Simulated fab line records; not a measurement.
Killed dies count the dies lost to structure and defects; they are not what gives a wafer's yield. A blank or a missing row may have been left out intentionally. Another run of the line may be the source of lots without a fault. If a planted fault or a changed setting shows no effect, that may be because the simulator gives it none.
Matching of chambers :: flow n5Finfet :: N5_FIN_CUT_ETCH_30 on rieDiel-01: 4 sister chambers
The step etches underlayer in N2/H2, target depth 13 nm, time 10.4 s. 4 wafers are shown with their chamber, then 12 later ones without.

## EACH WAFER AND ITS CHAMBER
wafer: L086.3
chamber: 3
drypumpMotorCurrentA (A): 6.6

wafer: L088.1
chamber: 0
drypumpMotorCurrentA (A): 5.5

wafer: L088.2
chamber: 2
drypumpMotorCurrentA (A): 5.7

wafer: L088.3
chamber: 1
drypumpMotorCurrentA (A): 6.6

## WAFERS WITH NO CHAMBER GIVEN
wafer: L088.4
drypumpMotorCurrentA (A): 6.6

wafer: L088.5
drypumpMotorCurrentA (A): 6.6

wafer: L088.6
drypumpMotorCurrentA (A): 5.6

wafer: L090.3
drypumpMotorCurrentA (A): 6.6

wafer: L090.4
drypumpMotorCurrentA (A): 6.6

wafer: L090.6
drypumpMotorCurrentA (A): 6.6

wafer: L091.1
drypumpMotorCurrentA (A): 5.5

wafer: L091.5
drypumpMotorCurrentA (A): 5.5

wafer: L091.6
drypumpMotorCurrentA (A): 6.6

wafer: L097.1
drypumpMotorCurrentA (A): 5.7

wafer: L097.5
drypumpMotorCurrentA (A): 6.6

wafer: L097.6
drypumpMotorCurrentA (A): 5.6

## WHICH CHAMBER EACH WENT THROUGH
wafer: L088.4
from the rows above: can't be placed: 1 or 3
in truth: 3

wafer: L088.5
from the rows above: can't be placed: 1 or 3
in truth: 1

wafer: L088.6
from the rows above: can't be placed: 0 or 2
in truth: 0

wafer: L090.3
from the rows above: can't be placed: 1 or 3
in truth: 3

wafer: L090.4
from the rows above: can't be placed: 1 or 3
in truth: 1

wafer: L090.6
from the rows above: can't be placed: 1 or 3
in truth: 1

wafer: L091.1
from the rows above: 0
in truth: 0

wafer: L091.5
from the rows above: 0
in truth: 0

wafer: L091.6
from the rows above: can't be placed: 1 or 3
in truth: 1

wafer: L097.1
from the rows above: 2
in truth: 2

wafer: L097.5
from the rows above: can't be placed: 1 or 3
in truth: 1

wafer: L097.6
from the rows above: can't be placed: 0 or 2
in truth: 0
Correctly placed: 3 of 12. Unplaceable from these rows: 9, with the true chamber sitting among the candidates in 9. Placed wrongly: 0.
How it was worked out, from the rows above alone: a wafer's distance from a chamber is the root of the sum, over the readings, of the square of ((its reading less the chamber's mean) divided by the reading's scatter). The wafer belongs to the nearest chamber; if the next one is less than 2 further off, it can't be placed. A chamber's mean is the mean of its shown wafers. The scatter: root of mean squared gap, hidden wafer to nearest shown wafer, with one shown wafer a chamber.
